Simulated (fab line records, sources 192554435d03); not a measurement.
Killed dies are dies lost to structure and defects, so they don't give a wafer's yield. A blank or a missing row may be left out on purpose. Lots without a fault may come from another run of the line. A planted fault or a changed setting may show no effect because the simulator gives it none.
Chamber matching | flow n5_finfet | N5_BEOL_M3_ALD_84 on ald_metal-03: 4 sister chambers
The step deposits TaN, pulse time 2 s, purge time 3 s, co reactant purge time 2 s. 16 wafers are shown with their chamber, then 8 later ones without.

WAFERS WITH THEIR CHAMBER
wafer  | chamber | heater_power_w (W) | precursor_vessel_temp_c (C)
L077.2 | 1       | 456                | 74.90
L077.4 | 3       | 409                | 74.90
L077.6 | 1       | 440                | 75.04
L079.1 | 3       | 410                | 75.23
L079.2 | 2       | 459                | 74.97
L079.4 | 0       | 364                | 75.15
L080.1 | 1       | 453                | 74.92
L080.3 | 0       | 361                | 74.88
L080.4 | 2       | 441                | 74.86
L081.2 | 0       | 353                | 75.11
L081.4 | 3       | 410                | 75.06
L081.6 | 0       | 357                | 75.04
L083.1 | 2       | 461                | 74.95
L083.2 | 0       | 360                | 74.92
L083.5 | 1       | 459                | 75.08
L089.1 | 1       | 452                | 75.10

SIGNATURES (means of the wafers above)
reading                 | chamber 0 | chamber 1 | chamber 2 | chamber 3 | scatter within a chamber
heater_power_w          | 359.00    | 452.00    | 453.67    | 409.67    | 6.6
precursor_vessel_temp_c | 75.0200   | 75.0080   | 74.9267   | 75.0633   | 0.112
Rule: a wafer's distance from a chamber is the root of the sum, over the readings, of the square of ((its reading less the chamber's mean) divided by the reading's scatter). The wafer belongs to the nearest chamber; if the next one is less than 2 further off, it can't be placed. The scatter: the root of (the sum of the squares of (reading less its chamber's mean) over the shown wafers, divided by (wafers less chambers)).

WAFERS WITHOUT THEIR CHAMBER
wafer  | heater_power_w (W) | precursor_vessel_temp_c (C)
L089.2 | 415                | 75.11
L089.4 | 453                | 74.87
L091.1 | 368                | 75.01
L091.2 | 466                | 75.11
L091.4 | 418                | 75.02
L093.2 | 460                | 75.00
L093.4 | 364                | 74.92
L093.6 | 367                | 74.98

WHICH CHAMBER EACH WENT THROUGH
wafer  | from the rows above     | in truth
L089.2 | 3                       | 3
L089.4 | can't be placed: 2 or 1 | 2
L091.1 | 0                       | 0
L091.2 | can't be placed: 1 or 2 | 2
L091.4 | 3                       | 3
L093.2 | can't be placed: 2 or 1 | 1
L093.4 | 0                       | 0
L093.6 | 0                       | 0
Placed correctly: 5 of 8. Can't be placed from these rows: 3 (the true chamber is among the candidates in 3). Placed wrongly: 0.
